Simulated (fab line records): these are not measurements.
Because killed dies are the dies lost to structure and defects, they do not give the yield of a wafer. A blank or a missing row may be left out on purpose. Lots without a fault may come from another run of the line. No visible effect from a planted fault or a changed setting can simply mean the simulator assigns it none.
2 desks looking at one fault | flow nand_harc | each desk holds nothing but its own numbers, with what lay behind them at the end

== AT THE TOOL OWNER'S DESK: rie_diel-02 ==
The tool's own readings at NHARC_P_M0_ETCH_34 (etches the open film in N2/H2, target depth 40 nm, overetch 12 nm, time 43.94 s): means of the sampled wafers that have a number, for each lot that ran on this tool. A lot is out of limits, marked OUT, if its mean lies more than 4 standard deviations from the usual mean; the brackets give that distance.
Columns: A = drypump_motor_current_A at NHARC_P_M0_ETCH_34, usual 5.6 A; B = n2_flow_sccm at NHARC_P_M0_ETCH_34, usual 150.0 sccm; C = oes_product_au at NHARC_P_M0_ETCH_34, usual 1.001 a.u.; D = rf_fwd_power_W at NHARC_P_M0_ETCH_34, usual 395.0 W; E = rf_vpp_V at NHARC_P_M0_ETCH_34, usual 429.2 V; F = showerhead_plenum_p_Torr at NHARC_P_M0_ETCH_34, usual 1.99 Torr; G = throttle_valve_pct at NHARC_P_M0_ETCH_34, usual 14.171 %
lot  | first seen here | A   | B     | C     | D     | E     | F    | G
L996 | day 5 06:35     | 5.8 | 150.0 | 0.999 | 394.3 | 428.4 | 1.95 | 14.177
L100 | day 6 18:12     | 5.9 | 150.3 | 1.003 | 393.4 | 428.0 | 1.96 | 14.181
L101 | day 7 00:08     | 5.8 | 149.6 | 1.002 | 395.2 | 427.8 | 1.99 | 14.166
L999 | day 7 11:38     | 6.1 | 149.7 | 0.997 | 396.8 | 428.9 | 1.99 | 14.181
L103 | day 8 05:48     | 5.6 | 149.8 | 1.002 | 393.9 | 426.4 | 1.92 | 14.170
L108 | day 10 03:20    | 5.7 | 150.4 | 1.007 | 396.8 | 429.3 | 1.98 | 14.172
L109 | day 10 11:25    | 5.7 | 150.0 | 1.008 | 396.2 | 429.1 | 1.95 | 14.170
L116 | day 13 07:27    | 5.9 | 150.1 | 1.004 | 394.7 | 427.6 | 1.95 | 14.171
L115 | day 13 07:47    | 5.7 | 149.9 | 1.002 | 393.9 | 428.0 | 1.95 | 14.168
This desk's verdict: no lot among the 9 shows anything out of limits.

== FROM THE METROLOGY DESK ==
Lot by lot, what the gauges showed, no matter which tool ran the lot: averages of those sampled wafers that carry a number. A lot is out of limits, marked OUT, if its mean lies more than 4 standard deviations from the usual mean; the brackets give that distance.
Columns: A = cd_nm at NHARC_THIN_TSV_CD_MEAS_33, usual 5000.1 nm
lot  | first seen here | A
L996 | day 24 04:59    | 5000.8
L997 | day 24 06:50    | 5003.7
L100 | day 24 09:38    | 5000.7
L999 | day 25 07:05    | 5000.2
L102 | day 25 08:37    | 4998.1
L101 | day 25 12:00    | 4999.1
L103 | day 26 12:56    | 4996.3
L108 | day 28 09:57    | 4999.9
L109 | day 28 11:20    | 5001.8
L116 | day 31 10:22    | 5002.3
L115 | day 31 22:32    | 5001.1
L118 | day 32 02:46    | 5002.6
This desk's verdict: no lot among the 12 shows anything out of limits.

== PUT TOGETHER ==
The tool owner's desk saw nothing out of limits.
Nothing out of limits was seen by the metrology desk.

== WHAT HAD BEEN PUT IN BY THE SIMULATOR ==
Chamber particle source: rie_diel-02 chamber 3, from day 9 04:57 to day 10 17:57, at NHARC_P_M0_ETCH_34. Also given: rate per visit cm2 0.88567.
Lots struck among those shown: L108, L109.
